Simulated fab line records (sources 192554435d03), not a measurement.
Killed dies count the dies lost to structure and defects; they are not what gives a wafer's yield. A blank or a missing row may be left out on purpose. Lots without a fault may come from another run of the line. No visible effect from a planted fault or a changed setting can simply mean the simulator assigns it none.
fab line records | flow n5-finfet
record: lots: 3 wafers: 9 last-day: 18
route steps=1938 shown MOL_CONTACT_COAG@558 BEOL_M4@1111 PASSIVATION@1936
lots that met no fault: from a run of the same line without faults
start-h: hours from the record's opening day to when the first of the lot's shown wafers began | wait-h: time in hours since the lot's previous step | " unchanged from the row above | L1.1+2: a row that stands for several wafers | - no value present, or no start provided | * or withheld: withheld | < > ~ a bound
route shown NAME@n: a module of which the file shows steps, and the number in the route of the first | usual: mean and standard deviation over wafers with no fault | same: alike in all rows | chamber/n: place in a boat | sites: readings site by site | _std_site: their standard deviation | _edge_site: inner sites' mean taken away from outer sites' mean | radius-mm: for every site, how far away it sits from the centre of the wafer | mask NAME#n: copy n | behind: tool/chamber where the wafer was last shaped | hold: what put the lot on hold/how long, in hours/how the hold closed | device: the transistor (n, p or np) that didn't switch | end of line: tests of these same wafers at the route's end | a step with no rows: only its recipe | killed: dies lost to structure and defects at the first sort, not the wafer's yield | map: per-die view of a wafer (x killed, . not killed, _ where there is no die)
set.NAME: setting as actually run; set.NAME@STEP: the setting as run at that earlier step | model.NAME: the simulator's own value behind a step, which no gauge read
certain route steps with their lots: each step a table, each wafer a row
services: a tool's chamber out of use, with start hour (start-h, from the record's first day; less than 0 if before it), hours out, and reason
== steps ==
step: N5_MOL_CONTACT_COAG_WET_ETCH_116
recipe: chemistry: SC1-inhibited target-depth-nm: 4.6 dry: ipa-marangoni rinse-time-s: 30 rinse-temp-c: 23
step: N5_MOL_CONTACT_COAG_ALD_27
recipe: material: SiOC target-thk-a: 170 temp-c: 400 ald-precursor-family: carbosiloxane ald-co-reactant: H2-plasma pulse-time-s: 1.5 time-s: 2720 purge-time-s: 2 co-reactant-purge-time-s: 2 ald-cycles: 340 pressure-torr: 2
step: N5_MOL_CONTACT_COAG_CMP_28
recipe: stop-on: SiNx t-overpolish-s: 0.85 post-cmp-clean: alkaline-brush down-force-psi: 4.15 platen-rpm: 51.8 pad-velocity-m-s: 1.0307 target-thk-nm: 14.522
step: N5_MOL_CONTACT_COAG_ALD_123
recipe: material: SiNx target-thk-a: 50 temp-c: 400 ald-precursor-family: SiH2I2 ald-co-reactant: N2/H2-plasma pulse-time-s: 1 purge-time-s: 2 co-reactant-purge-time-s: 2 ald-cycles: 100 pressure-torr: 2
step: N5_MOL_CONTACT_COAG_PECVD_31
recipe: material: SiO2 target-thk-a: 460 temp-c: 400 precursor: TEOS/O2 pressure-torr: 6.5 rf-w: withheld teos-flow-sccm: withheld gas: O2 flow-sccm: 2650 time-s: 8.9
step: N5_MOL_CONTACT_COAG_COAT_75
recipe: resist: SOC temp-c: 250 time-s: 60 spin-rpm: 1500 resist-thk-nm: 60
step: N5_MOL_CONTACT_COAG_COAT_76
recipe: resist: SiARC temp-c: 220 time-s: 60 spin-rpm: 1500 resist-thk-nm: 10
step: N5_MOL_CONTACT_COAG_COAT_77
recipe: resist: underlayer temp-c: 205 time-s: 60 spin-rpm: 1500 resist-thk-nm: 10
step: N5_MOL_CONTACT_COAG_COAT_78
recipe: resist: CAR-EUV spin-rpm: 1500 resist-thk-nm: 40
step: N5_MOL_CONTACT_COAG_EBR_80
recipe: solvent: PGMEA ebr-width-mm: 1.5
step: N5_MOL_CONTACT_COAG_SOFTBAKE_79
recipe: temp-c: 110 time-s: 60 resist: CAR-EUV
step: N5_MOL_CONTACT_COAG_EXPOSE_81
recipe: mask-id: VG na: 0.33 source-shape: annular sigma-inner: 0.3 sigma-outer: 0.7 polarization: unpolarized defocus-nm: 0 dose-mj: 59.5
usual: exposure-dose-mJ-cm2: 59.46/0.063 stage-msd-nm: 0.863/0.0074
same: sigma-outer: 0.7
columns lot.wafer tool chamber start-h wait-h mask exposure-dose-mJ-cm2 stage-msd-nm
L226.1 euv-scanner-01 0 104.70 - VG#0 59.47 0.870
L226.2 " 0 " " VG#0 59.40 0.868
L226.5 " 0 " " VG#0 59.45 0.869
L246.1 euv-scanner-01 0 230.34 - VG#0 65.53 0.851
L246.3 " 0 " " VG#0 65.53 0.844
L246.5 " 0 " " VG#0 65.45 0.849
L248.1 euv-scanner-02 0 233.63 - VG#0 59.40 0.874
L248.2 " 0 " " VG#0 59.31 0.875
L248.3 " 0 " " VG#0 59.39 0.872
step: N5_MOL_CONTACT_COAG_PEB_82
recipe: peb-temp-c: 100 peb-time-s: 60 resist: CAR-EUV
step: N5_MOL_CONTACT_COAG_DEVELOP_83
recipe: develop-time-s: 30 developer: TMAH resist: CAR-EUV rinse-liquid: surfactant-rinse dry: air-spin dev-temp-c: 23
step: N5_MOL_CONTACT_COAG_CD_MEAS_84
recipe: target-cd-nm: 25.1 landing-energy-ev: 500 detector: se-inlens polarity: opening
usual: cd-nm: 25.13/0.26
columns lot.wafer tool chamber start-h wait-h cd-nm
L226.1 cd-sem-01 0 104.84 - 25.39
L226.2 " 0 " " 24.96
L226.5 " 0 " " 24.74
L246.1 cd-sem-02 0 230.49 - 18.18
L246.3 " 0 " " 11.32
L246.5 " 0 " " 20.42
L248.1 cd-sem-01 0 233.77 - 24.91
L248.2 " 0 " " 25.11
L248.3 " 0 " " 25.27
step: N5_MOL_CONTACT_COAG_DESCUM_88
recipe: chemistry: O2 time-s: 7 source-power-w: 50 bias-power-w: 20 pressure-mtorr: 20 rf-frequency-hz: 2.712e+07 temp-c: 40 resist: CAR-EUV o2-flow-sccm: 225
step: N5_MOL_CONTACT_COAG_ETCH_89
recipe: chemistry: N2/H2 target: underlayer target-depth-a: 130 mask-material: CAR-EUV time-s: 10.4 ion-energy-ev: 200 pressure-mtorr: 30 source-w: 840 bias-w: 150 n2-flow-sccm: 200 h2-flow-sccm: 200 ends: cleared
step: N5_MOL_CONTACT_COAG_ETCH_90
recipe: chemistry: CF4 target: SiARC target-depth-a: 130 mask-material: CAR-EUV time-s: 21.7 ion-energy-ev: 80 pressure-mtorr: 40 source-w: 545 bias-w: 36 Ar_flow_sccm: 100 cf4-flow-sccm: 100 ends: cleared
step: N5_MOL_CONTACT_COAG_ALD_131
recipe: material: SiO2 target-thk-a: 50 temp-c: 100 ald-precursor-family: BDEAS ald-co-reactant: O2-plasma pulse-time-s: 1 co-reactant-pulse-time-s: 1 purge-time-s: 2 co-reactant-purge-time-s: 2 ald-cycles: 35 pressure-torr: 2
step: N5_MOL_CONTACT_COAG_ETCHBACK_132
recipe: chemistry: CHF3 target: SiO2 target-depth-a: 100 time-s: 6.7 ion-energy-ev: 200 pressure-mtorr: 30 source-w: 610 bias-w: 170 Ar_flow_sccm: 200 CHF3_flow_sccm: 50
step: N5_MOL_CONTACT_COAG_ETCH_91
recipe: chemistry: N2/H2 target: SOC target-depth-a: 600 overetch-a: 210 mask-material: SiARC temp-c: 40 time-s: 101.2 ion-energy-ev: 200 pressure-mtorr: 30 source-w: 840 bias-w: 150 n2-flow-sccm: 200 h2-flow-sccm: 200
step: N5_MOL_CONTACT_COAG_STRIP_92
recipe: chemistry: N2/H2 temp-c: 40 n2-flow-sccm: 200 h2-flow-sccm: 200 rf-frequency-hz: 6e+07
step: N5_MOL_CONTACT_COAG_STRIP_93
recipe: chemistry: N2/H2 temp-c: 40 n2-flow-sccm: 200 h2-flow-sccm: 200 rf-frequency-hz: 6e+07
step: N5_MOL_CONTACT_COAG_ETCHBACK_135
recipe: chemistry: CHF3 target: SiO2 target-depth-a: 250 time-s: 16.7 ion-energy-ev: 200 pressure-mtorr: 30 source-w: 610 bias-w: 170 Ar_flow_sccm: 200 CHF3_flow_sccm: 50
step: N5_MOL_CONTACT_COAG_STRIP_118
recipe: chemistry: CHF3 resist: SiARC rf-frequency-hz: 6e+07
step: N5_MOL_CONTACT_COAG_VIA_ETCH_46
recipe: chemistry: C4F6/O2 target-depth-a: 460 overetch-a: 92 mask-material: SOC target: SiO2 bias-w: 455 pressure-mtorr: 10 time-s: 40 source-w: 325 Ar_flow_sccm: 300 C4F6_flow_sccm: 10 O2_flow_sccm: 10 ion-energy-ev: 575.3 ends: end-point
step: N5_MOL_CONTACT_COAG_STRIP_96
recipe: chemistry: N2/H2 power-w: 500 temp-c: 40 pressure-mtorr: 50 rf-frequency-hz: 6e+07 overash-fraction: 0.3 bias-power-w: 28 h2-frac: 0.5 n2-flow-sccm: 300 h2-flow-sccm: 300
step: N5_MOL_CONTACT_COAG_ETCH_47
recipe: chemistry: CH3F/O2 target: SiNx target-depth-a: 270 mask-material: SiO2 stop-on: W over-etch-frac: 0.2 ion-energy-ev: 120 endpoint: OES-CN pressure-mtorr: 30 source-w: 395 bias-w: 73 Ar_flow_sccm: 150 CH3F_flow_sccm: 30 O2_flow_sccm: 20 ends: end-point
step: N5_MOL_CONTACT_COAG_STRIP_119
recipe: chemistry: N2/H2 time-s: 30 power-w: 1000 temp-c: 250 pressure-mtorr: withheld n2-flow-sccm: 1750 h2-flow-sccm: 3250
step: N5_MOL_CONTACT_COAG_PRECLEAN_144
recipe: chemistry: alkaline-clean temp-c: 60 time-s: 60 do-ppb: 50
step: N5_MOL_CONTACT_COAG_SRD_145
recipe: dry: ipa-marangoni time-s: 30 temp-c: 23 rinse-liquid: diw
step: N5_MOL_CONTACT_COAG_CD_MEAS_137
recipe: target-cd-nm: 16
usual: cd-nm: 16.0/0.33
columns lot.wafer tool chamber start-h wait-h cd-nm
L226.1 cd-sem-03 - 106.60 0.0 16.2
L226.2 " - " " 16.0
L226.5 " - " " 15.6
L246.1 cd-sem-01 - 231.63 0.0 8.9
L246.3 " - " " 2.8
L246.5 " - " " 11.3
L248.1 cd-sem-02 - 235.00 0.0 16.3
L248.2 " - " " 16.4
L248.3 " - " " 16.6
step: N5_MOL_CONTACT_COAG_COAT_62
recipe: resist: SOC temp-c: 250 time-s: 60 spin-rpm: 1500 resist-thk-nm: 60
step: N5_BEOL_M4_RC_MEAS_101
usual: DIBL_N: 35.8/1.4 DIBL_P: 35.8/1.6 IOFF_N: 0.152/0.021 IOFF_P: 0.204/0.027 ION_N: 672/8.7 ION_P: 461/6.2 SS_N: 71.5/0.54 SS_P: 73.1/0.57 VT_N: 250.0/2.5 VT_P: -250.6/2.7
columns lot.wafer tool chamber start-h wait-h DIBL_N[mV/V] DIBL_P[mV/V] IOFF_N[nA/um] IOFF_P[nA/um] ION_N[uA/um] ION_P[uA/um] SS_N[mV/dec] SS_P[mV/dec] VT_N[mV] VT_P[mV]
L226.1 prober-01 0 192.13 0.0 34.2 35.6 0.135 0.169 677 459 71.9 72.5 252.0 -255.8
L226.2 " 0 " " 35.6 37.6 0.158 0.192 685 463 72.7 73.5 250.6 -253.6
L226.5 " 0 " " 33.8 35.6 0.136 0.170 679 455 72.4 72.4 251.7 -253.4
L248.1 prober-01 0 309.44 0.0 36.3 36.1 0.183 0.240 677 469 71.2 73.5 248.6 -248.9
L248.2 " 0 " " 34.4 33.9 0.136 0.182 667 460 71.5 73.2 250.8 -250.1
L248.3 " 0 " " 36.1 36.1 0.165 0.213 674 467 71.1 72.9 250.0 -249.5
step: N5_PASSIVATION_PROBE_49
usual: defect-limited-yield: 91.6/1.4 killed_at_M0_to_M3: 33/9.7 killed_at_M4_up: 13/5.4 killed-at-contacts: 13/6.6 killed-at-front-end: 36/11 killed-at-other: 3.9/3 killed-dies: 99/16 killed-on-rim: 13/3.8 killed-open: 66/12 killed-short: 32/7.9 sort_bin_5_function: 4.9/0.9 sort_bin_6_memory: 3.2/0.67 sort-n-pass: 1081/16 sort-yield-pct: 91.6/1.4
same: gross-dies: 1180 killed-at-back-side: 0 sort_bin_4_leakage[%]: 0 sort_bin_8_speed[%]: 0
columns lot.wafer tool chamber start-h wait-h defect-limited-yield[%] killed_at_M0_to_M3 killed_at_M4_up killed-at-contacts killed-at-front-end killed-at-other killed-dies killed-on-rim killed-open killed-short sort_bin_5_function[%] sort_bin_6_memory[%] sort-n-pass sort-yield-pct[%]
L246.1 prober-02 - 420.55 0.0 0 14 14 1127 25 0 1180 152 42 24 5.0 2.2 0 0
L246.3 prober-02 - 420.65 0.1 0 30 11 1099 36 4 1180 152 66 28 27.5 3.6 0 0
L246.5 prober-02 - 420.75 0.2 0 40 10 1103 27 0 1180 152 69 30 5.6 2.5 0 0
L248.1 prober-01 - 421.25 0.0 90.4 53 21 19 17 3 113 13 80 33 4.6 4.8 1067 90.4
L248.2 prober-01 - 421.30 0.1 92.8 27 9 15 29 5 85 8 58 27 4.6 2.4 1095 92.8
L248.3 prober-01 - 421.35 0.1 91.9 30 12 31 20 2 95 15 71 24 5.1 2.8 1085 91.9
killed by level:class
L246.1 MOL_CONTACT_COAG:area-expose=1113 MOL_CONTACT_COAG:geometric-particle:open=12 GATE_CUT:geometric-particle:short=5 STI_FIN_REVEAL:geometric-particle:open=4 ILD0:geometric-particle:open=4 BEOL_M1:geometric-particle:short=4 BEOL_M4:geometric-particle:open=4 STI_FIN_REVEAL:geometric-particle:short=3
L246.3 MOL_CONTACT_COAG:area-expose=1085 STI_FIN_REVEAL:geometric-particle:open=11 MOL_CONTACT_COAG:geometric-particle:open=10 BEOL_M2:geometric-particle:open=10 BEOL_M3:geometric-particle:open=8 GATE_CUT:geometric-particle:open=5 FIN_SAQP:geometric-particle:short=4 MOL_CONTACT_COAG:geometric-particle:short=4
L246.5 MOL_CONTACT_COAG:area-expose=1080 MOL_CONTACT_COAG:geometric-particle:open=18 BEOL_M2:geometric-particle:open=10 BEOL_M0_SAQP:geometric-particle:open=8 BEOL_M3:geometric-particle:open=6 MOL_CONTACT_COAG:geometric-particle:short=5 BEOL_M0_SAQP:geometric-particle:short=5 BEOL_M4:geometric-particle:open=5
L248.1 MOL_CONTACT_COAG:geometric-particle:open=16 BEOL_M0_SAQP:geometric-particle:open=13 BEOL_M0_SAQP:geometric-particle:short=13 BEOL_M4:geometric-particle:open=11 BEOL_M1:geometric-particle:open=10 BEOL_M3:geometric-particle:open=9 BEOL_M1:geometric-particle:short=4 STI_FIN_REVEAL:geometric-particle:open=3
L248.2 MOL_CONTACT_COAG:geometric-particle:open=13 BEOL_M0_SAQP:geometric-particle:open=10 BEOL_M3:geometric-particle:open=6 FIN_SAQP:geometric-particle:open=5 BEOL_M1:geometric-particle:open=5 FIN_SAQP:geometric-particle:short=4 GATE_CUT:geometric-particle:short=4 DUMMY_GATE:geometric-particle:open=3
L248.3 MOL_CONTACT_COAG:geometric-particle:open=25 BEOL_M1:geometric-particle:open=8 DUMMY_GATE:geometric-particle:open=7 BEOL_M0_SAQP:geometric-particle:short=7 BEOL_M0_SAQP:geometric-particle:open=7 MOL_CONTACT_COAG:geometric-particle:short=6 BEOL_M3:geometric-particle:open=6 BEOL_M4:geometric-particle:open=6
map L246.1 (x killed, . not)
_________________xxxxxxxxxxxx________________
______________xxxxxxxxxxxxxxxxxx_____________
___________xxxxxxxxxxxxxxxxxxxxxxxx__________
__________xxxxxxxxxxxxxxxxxxxxxxxxxx_________
________xxxxxxxxxxxxxxxxxxxxxxxxxxxxxx_______
_______xxxxxxxxxxxxxxxxxxxxxxxxxxxxxxxx______
______xxxxxxxxxxxxxxxxxxxxxxxxxxxxxxxxxx_____
_____xxxxxxxxxxxxxxxxxxxxxxxxxxxxxxxxxxxx____
____xxxxxxxxxxxxxxxxxxxxxxxxxxxxxxxxxxxxxx___
___xxxxxxxxxxxxxxxxxxxxxxxxxxxxxxxxxxxxxxxx__
___xxxxxxxxxxxxxxxxxxxxxxxxxxxxxxxxxxxxxxxx__
__xxxxxxxxxxxxxxxxxxxxxxxxxxxxxxxxxxxxxxxxxx_
__xxxxxxxxxxxxxxxxxxxxxxxxxxxxxxxxxxxxxxxxxx_
_xxxxxxxxxxxxxxxxxxxxxxxxxxxxxxxxxxxxxxxxxxxx
_xxxxxxxxxxxxxxxxxxxxxxxxxxxxxxxxxxxxxxxxxxxx
_xxxxxxxxxxxxxxxxxxxxxxxxxxxxxxxxxxxxxxxxxxxx
_xxxxxxxxxxxxxxxxxxxxxxxxxxxxxxxxxxxxxxxxxxxx
_xxxxxxxxxxxxxxxxxxxxxxxxxxxxxxxxxxxxxxxxxxxx
_xxxxxxxxxxxxxxxxxxxxxxxxxxxxxxxxxxxxxxxxxxxx
_xxxxxxxxxxxxxxxxxxxxxxxxxxxxxxxxxxxxxxxxxxxx
_xxxxxxxxxxxxxxxxxxxxxxxxxxxxxxxxxxxxxxxxxxxx
__xxxxxxxxxxxxxxxxxxxxxxxxxxxxxxxxxxxxxxxxxx_
__xxxxxxxxxxxxxxxxxxxxxxxxxxxxxxxxxxxxxxxxxx_
___xxxxxxxxxxxxxxxxxxxxxxxxxxxxxxxxxxxxxxxx__
___xxxxxxxxxxxxxxxxxxxxxxxxxxxxxxxxxxxxxxxx__
____xxxxxxxxxxxxxxxxxxxxxxxxxxxxxxxxxxxxxx___
_____xxxxxxxxxxxxxxxxxxxxxxxxxxxxxxxxxxxx____
______xxxxxxxxxxxxxxxxxxxxxxxxxxxxxxxxxx_____
_______xxxxxxxxxxxxxxxxxxxxxxxxxxxxxxxx______
________xxxxxxxxxxxxxxxxxxxxxxxxxxxxxx_______
__________xxxxxxxxxxxxxxxxxxxxxxxxxx_________
___________xxxxxxxxxxxxxxxxxxxxxxxx__________
______________xxxxxxxxxxxxxxxxxx_____________
_________________xxxxxxxxxxxx________________
map L226.5 (x killed, . not)
_________________............________________
______________.....x...x........_____________
___________x..xx.....x.............__________
__________.........x........x.x....._________
________.......x......................_______
_______x.....x....................x....______
______.x...................x...x....x..._____
_____.......x............................____
____.x...................x................___
___......x...............x..x..........x...__
___...x.....x..........x......x..x.........__
__....................x.........x........x.._
__........x.......x........................._
_............x..........x.x.............x...x
_x.......x..............x.....x..............
_............x.....x...x.....................
_.x.xx.......................................
_..x......x...x......x.......................
_..............x.......................x...x.
_..x.............x.......................x...
_..........x...x................x............
__.......x.x...............x...x..x........._
__..xx..x...x....................x....x....._
___........x...........x..........xxx......__
___...x............................x.......__
____....x.........................x...x..x___
_____....x......x..................x...x.____
______.............x...................._____
_______.............x..................______
________.......x.................x...._______
__________.........x................_________
___________......x.x....x..........__________
______________...x.............._____________
_________________..xx...x.x..________________
== services ==
columns tool chamber start-h hours kind
euv-scanner-01 - 96.48 6.5 repair
euv-scanner-01 - 113.63 1.5 repair
euv-scanner-02 - 116.72 0.7 repair
euv-scanner-01 - 122.05 1.0 pm
euv-scanner-02 - 126.20 1.0 pm
euv-scanner-01 - 144.78 4.6 pm
euv-scanner-02 - 162.57 1.8 repair
euv-scanner-02 - 175.94 6.2 pm
euv-scanner-01 - 182.19 1.0 pm
euv-scanner-02 - 183.20 1.0 pm
euv-scanner-02 0 201.38 - calibration
euv-scanner-01 0 223.12 - calibration
== key ==
first-sign: step: N5_MOL_CONTACT_COAG_EXPOSE_81 reading: exposure-dose-mJ-cm2 direction: up sigmas: 97 usual: 59.46 struck: 65.50
effect: step: N5_MOL_CONTACT_COAG_CD_MEAS_84 reading: cd-nm direction: down sigmas: 33 usual: 25.13 struck: 16.64 through: control-loop
effect: step: N5_MOL_CONTACT_COAG_CD_MEAS_137 reading: cd-nm direction: down sigmas: 25 usual: 16.0 struck: 7.7 through: control-loop
effect: step: N5_PASSIVATION_PROBE_49 reading: killed-at-contacts direction: up sigmas: 99+ usual: 13 struck: 1110
more-kills-born-at: N5_MOL_CONTACT_COAG_EXPOSE_81@euv-scanner-01: 3278
met-at N5_MOL_CONTACT_COAG_EXPOSE_81
struck-wafers L246.1,L246.3,L246.5
later-rows-left-out L246.1,L246.3,L246.5
loop-trim: step: N5_MOL_CONTACT_COAG_EXPOSE_81 setting: dose lots: L246
onset-between 104.70 230.34
fault: kind: process-parameter-drift tool: euv-scanner-01 chamber: - onset-h: 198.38 steps: N5_MOL_CONTACT_COAG_EXPOSE_81 channel: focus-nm offset: 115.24 spread-by-wafer: 0.3 shape: step end-h: 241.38
later-rows-left-out: the simulator's readings of these wafers behind a module that went badly wrong aren't trusted and aren't shown, but for the sort
loop-trim: a control loop set the setting to another value than it would have without faults
